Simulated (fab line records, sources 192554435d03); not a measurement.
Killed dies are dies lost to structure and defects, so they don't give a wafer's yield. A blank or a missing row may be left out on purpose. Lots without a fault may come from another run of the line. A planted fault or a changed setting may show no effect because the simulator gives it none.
Which tool did it? | flow n5_finfet | 8 lots, 23 wafers sampled, at 5 steps of a route of 1938

WHAT THE GAUGES READ, wafer by wafer
N5_BEOL_M4_RC_MEAS_101.
lot  | measured     | on        | DIBL_N (mV/V)  | DIBL_P (mV/V)  | IGATE_N (nA/um)      | IOFF_N (nA/um) | IOFF_N_85C (nA/um) | IOFF_N_LIN (nA/um) | IOFF_N_LONG (nA/um)         | IOFF_P (nA/um) | IOFF_P_LIN (nA/um) | IOFF_P_LONG (nA/um)        | ION_N (uA/um) | ION_P (uA/um) | SS_N (mV/dec)  | SS_P (mV/dec)  | VT_N (mV)   | VT_N_LONG (mV)    | VT_N_LVT (mV) | VT_P (mV)      | VT_P_LONG (mV)       | VT_P_LVT (mV)
L939 | day 7 17:21  | prober-01 | 40.3 36.7 37.4 | 39.7 36.9 37.3 | 0.0138 0.0111 0.0091 | 0.25 0.16 0.16 | 4.6 3.1 3.2        | 0.089 0.074 0.074  | 5.52e-05 5.55e-05 5.7e-05   | 0.27 0.23 0.23 | 0.119 0.110 0.105  | 0.000101 0.000107 0.000108 | 677 686 690   | 458 473 473   | 73.5 71.2 72.0 | 73.8 72.4 73.4 | 245 248 250 | 275.3 276.7 273.6 | 97 99 99      | -249 -248 -247 | -274.9 -274.0 -275.9 | -95 -97 -97
L942 | day 8 13:19  | prober-01 | 36.9 37.5      | 37.5 39.2      | 0.0121 0.0124        | 0.16 0.18      | 3.1 3.5            | 0.071 0.084        | 5.23e-05 5.2e-05            | 0.20 0.23      | 0.088 0.100        | 8.5e-05 8.4e-05            | 657 670       | 451 455       | 72.8 72.1      | 73.8 74.4      | 251 249     | 278.5 276.5       | 101 97        | -256 -250      | -283.7 -282.1        | -104 -100
L952 | day 11 07:12 | prober-02 | 39.4 39.2 34.6 | 39.6 39.9 34.0 | 0.0179 0.0135 0.0142 | 1.61 0.21 0.14 | 21.5 4.0 2.7       | 0.683 0.092 0.064  | 0.0003309 5.49e-05 5.59e-05 | 0.12 0.25 0.17 | 0.054 0.108 0.082  | 6.3e-05 9.8e-05 9.8e-05    | 796 680 663   | 430 460 448   | 72.2 72.6 71.4 | 74.0 74.8 72.7 | 191 247 252 | 217.4 274.5 272.5 | 36 93 98      | -270 -249 -254 | -294.6 -278.2 -279.1 | -115 -97 -100
L954 | day 11 08:13 | prober-01 | 41.2 37.0 40.0 | 41.2 36.4 39.8 | 0.0154 0.0124 0.0112 | 1.77 0.16 0.22 | 23.5 3.2 4.1       | 0.737 0.076 0.098  | 0.0003274 5.42e-05 5.55e-05 | 0.16 0.24 0.28 | 0.067 0.107 0.122  | 6.8e-05 0.000106 0.000105  | 785 676 691   | 423 465 476   | 72.3 71.5 72.2 | 74.2 73.9 73.6 | 191 248 247 | 217.3 275.1 274.8 | 40 99 96      | -266 -248 -248 | -291.3 -275.2 -275.6 | -114 -99 -96
L955 | day 11 13:32 | prober-02 | 35.3 36.3 35.2 | 34.4 35.7 34.0 | 0.0090 0.0107 0.0107 | 0.12 0.15 0.12 | 2.5 2.9 2.4        | 0.060 0.069 0.056  | 5.35e-05 5.48e-05 5.25e-05  | 0.18 0.20 0.17 | 0.087 0.092 0.082  | 0.000106 0.000109 0.000108 | 661 688 648   | 461 476 452   | 71.0 71.4 71.3 | 72.3 72.5 72.6 | 254 252 257 | 274.5 279.2 277.2 | 102 99 104    | -252 -255 -254 | -278.5 -278.3 -277.4 | -100 -98 -100
L957 | day 12 09:40 | prober-01 | 40.8 38.5 39.0 | 40.6 36.9 38.1 | 0.0137 0.0100 0.0082 | 0.23 0.18 0.19 | 4.3 3.5 3.6        | 0.101 0.074 0.082  | 5.65e-05 5.75e-05 5.64e-05  | 0.29 0.24 0.25 | 0.129 0.111 0.115  | 0.00011 0.00011 0.000116   | 690 655 664   | 470 457 460   | 72.2 71.7 71.6 | 74.2 73.8 73.0 | 244 249 249 | 275.3 277.6 274.3 | 96 100 98     | -247 -247 -247 | -272.7 -276.6 -274.7 | -95 -97 -97
L960 | day 13 06:29 | prober-02 | 39.4 37.3 37.4 | 38.3 34.9 36.5 | 0.0120 0.0099 0.0100 | 0.23 0.18 0.18 | 4.3 3.6 3.6        | 0.098 0.079 0.083  | 5.59e-05 5.68e-05 5.63e-05  | 0.24 0.19 0.20 | 0.108 0.093 0.096  | 0.000108 0.000105 0.00011  | 708 685 693   | 470 465 467   | 72.3 71.6 72.1 | 74.6 72.8 73.8 | 244 248 247 | 276.7 274.4 272.3 | 92 95 94      | -249 -250 -251 | -274.3 -277.1 -274.2 | -97 -98 -97
L962 | day 13 19:04 | prober-02 | 37.1 35.2 38.5 | 36.8 35.5 38.6 | 0.0131 0.0124 0.0125 | 0.19 0.13 0.20 | 3.5 2.6 3.7        | 0.077 0.065 0.088  | 5.67e-05 5.47e-05 5.53e-05  | 0.20 0.18 0.23 | 0.093 0.089 0.104  | 9.6e-05 0.000105 0.000105  | 668 659 673   | 454 452 457   | 72.8 71.5 72.3 | 73.0 73.1 74.2 | 248 251 248 | 272.6 275.6 273.5 | 98 102 96     | -253 -253 -249 | -277.5 -275.1 -275.3 | -100 -103 -100

WHICH TOOL RAN EACH LOT (tool, then ch and the chambers of the sampled wafers, then the start)
lot  | N5_HKMG_FIN_ETCH_32               | N5_HKMG_FIN_ALD_91                 | N5_HKMG_FIN_ETCH_86               | N5_HKMG_FIN_ALD_71
L939 | rie_diel-06 ch 0,1,3, day 4 01:11 | ald_metal-03 ch 1,2,3, day 4 02:05 | rie_diel-06 ch 0,1, day 4 02:31   | ald_metal-03 ch 0,2,3, day 4 03:15
L942 | rie_diel-05 ch 0,2, day 4 23:30   | ald_metal-03 ch 0,3, day 5 00:23   | rie_diel-05 ch 1,3, day 5 00:44   | ald_metal-02 ch 2,3, day 5 01:28
L952 | rie_diel-05 ch 1,2,3, day 7 09:26 | ald_metal-02 ch 1,2,3, day 7 10:21 | rie_diel-06 ch 0,1,3, day 7 10:41 | ald_metal-03 ch 0,1,2, day 7 11:25
L954 | rie_diel-05 ch 0,1,3, day 7 21:14 | ald_metal-02 ch 0,2,3, day 7 22:08 | rie_diel-06 ch 0,2,3, day 7 22:28 | ald_metal-01 ch 0,2, day 7 23:12
L955 | rie_diel-05 ch 1,3, day 8 02:17   | ald_metal-01 ch 0,1,3, day 8 03:12 | rie_diel-04 ch 1,3, day 8 03:32   | ald_metal-03 ch 1,2, day 8 04:16
L957 | rie_diel-06 ch 1,2,3, day 8 13:42 | ald_metal-01 ch 0,1,3, day 8 14:35 | rie_diel-05 ch 0,2,3, day 8 15:07 | ald_metal-01 ch 0,1,3, day 8 15:52
L960 | rie_diel-05 ch 0,1, day 9 10:09   | ald_metal-03 ch 0,1,3, day 9 11:02 | rie_diel-04 ch 0,1, day 9 11:23   | ald_metal-02 ch 0,1, day 9 12:07
L962 | rie_diel-04 ch 0,2,3, day 9 20:31 | ald_metal-03 ch 0,1,2, day 9 21:25 | rie_diel-06 ch 2,3, day 9 21:45   | ald_metal-01 ch 0,3, day 9 22:29
- N5_HKMG_FIN_ETCH_32: etches SOC in N2/H2, target depth 240 nm, time 300 s.
- N5_HKMG_FIN_ALD_91: deposits TiN, target thk 1 nm, pulse time 1 s, purge time 3 s.
- N5_HKMG_FIN_ETCH_86: etches SOC in N2/H2, stops on TiN, target depth 393.2 nm.
- N5_HKMG_FIN_ALD_71: deposits TiN, target thk 1 nm, pulse time 1 s, purge time 3 s.

WHAT THE TOOLS THEMSELVES READ (means of the sampled wafers that have a number; where no wafer has one, the mark that the record gives instead)
N5_HKMG_FIN_ETCH_32.
lot  | tool        | drypump_motor_current_A (A) | h2_flow_sccm (sccm) | oes_product_au (a.u.) | rf_vpp_V (V) | showerhead_plenum_p_Torr (Torr) | throttle_valve_pct (%)
L939 | rie_diel-06 | 5.9                         | 200.4               | 0.77                  | 523.1        | 2.54                            | 17.77
L942 | rie_diel-05 | 6.2                         | 200.2               | 0.82                  | 527.8        | 2.67                            | 17.65
L952 | rie_diel-05 | 5.7                         | 199.8               | 0.83                  | 527.8        | 2.68                            | 17.90
L954 | rie_diel-05 | 5.6                         | 200.4               | 0.80                  | 527.6        | 2.66                            | 17.89
L955 | rie_diel-05 | 5.3                         | 199.3               | 0.78                  | 526.5        | 2.65                            | 18.05
L957 | rie_diel-06 | 6.0                         | 199.6               | 0.73                  | 525.3        | 2.57                            | 17.83
L960 | rie_diel-05 | 5.8                         | 199.3               | 0.83                  | 527.0        | 2.62                            | 17.68
L962 | rie_diel-04 | 5.4                         | 200.8               | 0.83                  | 523.9        | 2.53                            | 17.82

N5_HKMG_FIN_ALD_91.
lot  | tool         | heater_power_w (W) | precursor_pulse_height_rel
L939 | ald_metal-03 | 926                | 1.015
L942 | ald_metal-03 | 905                | 1.006
L952 | ald_metal-02 | 856                | 0.988
L954 | ald_metal-02 | 808                | 1.012
L955 | ald_metal-01 | 883                | 1.022
L957 | ald_metal-01 | 891                | 0.982
L960 | ald_metal-03 | 928                | 0.990
L962 | ald_metal-03 | 914                | 0.996

N5_HKMG_FIN_ETCH_86.
lot  | tool        | drypump_motor_current_A (A) | h2_flow_sccm (sccm) | oes_product_au (a.u.) | rf_vpp_V (V) | showerhead_plenum_p_Torr (Torr) | throttle_valve_pct (%)
L939 | rie_diel-06 | 6.0                         | 200.0               | 0.74                  | 241.5        | 2.52                            | 17.64
L942 | rie_diel-05 | 5.4                         | 200.6               | 0.70                  | 241.0        | 2.52                            | 18.15
L952 | rie_diel-06 | 5.9                         | 199.7               | 0.73                  | 240.0        | 2.53                            | 17.79
L954 | rie_diel-06 | 5.9                         | 199.4               | 0.75                  | 240.8        | 2.59                            | 17.76
L955 | rie_diel-04 | 5.3                         | 200.6               | 0.89                  | 240.6        | 2.52                            | 17.62
L957 | rie_diel-05 | 6.0                         | 200.2               | 0.82                  | 242.2        | 2.68                            | 17.72
L960 | rie_diel-04 | 5.7                         | 199.5               | 0.83                  | 241.0        | 2.54                            | 17.84
L962 | rie_diel-06 | 6.0                         | 199.7               | 0.73                  | 241.4        | 2.62                            | 17.79

N5_HKMG_FIN_ALD_71.
lot  | tool         | heater_power_w (W) | precursor_pulse_height_rel
L939 | ald_metal-03 | 902                | 0.993
L942 | ald_metal-02 | 832                | 0.996
L952 | ald_metal-03 | 902                | 0.992
L954 | ald_metal-01 | 865                | 0.985
L955 | ald_metal-03 | 922                | 0.985
L957 | ald_metal-01 | 879                | 1.002
L960 | ald_metal-02 | 915                | 1.018
L962 | ald_metal-01 | 838                | 0.987

THE ANSWER, worked out from the rows above alone
Rule: what is usual is taken from the lots themselves. Put in order of their means at a reading, lots are off if they are a third of the lots or fewer, leave a main group of 4 or more, and stand apart from it by a gap of 3 or more times the standard deviation of the main group's means; of several such gaps the widest counts. A main group whose means are all the same, to the digits that the tables above print for the reading, isn't used. A lot without any number at a reading at which 4 lots or more have one is off too. The other lots that the step has rows for count as sound. The gauges are gone through in route order, then the tools' own readings, and for those a lot's mean is taken as printed above. The first step at which some lot is off is used, and at that step the reading that is off furthest; a lot without a number counts as furthest.
Off: L952, L954, at N5_BEOL_M4_RC_MEAS_101 (IOFF_N_LONG). The main group: mean 5.51e-05 nA/um, standard deviation 1.6e-06.
A tool fits if, at a process step before that reading, it ran every lot that is off, and no sound lot after the first of them. The gauges at N5_BEOL_M4_RC_MEAS_101 are tried like those tools. One fits: ald_metal-02 at N5_HKMG_FIN_ALD_91. It ran no sound lot before its first lot that is off in this sample, so the start can't be narrowed down.

WHAT THE SIMULATOR HAD PUT IN
Process parameter drift: ald_metal-02, from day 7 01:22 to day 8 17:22, at N5_HKMG_FIN_ALD_91. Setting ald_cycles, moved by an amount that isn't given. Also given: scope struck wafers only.
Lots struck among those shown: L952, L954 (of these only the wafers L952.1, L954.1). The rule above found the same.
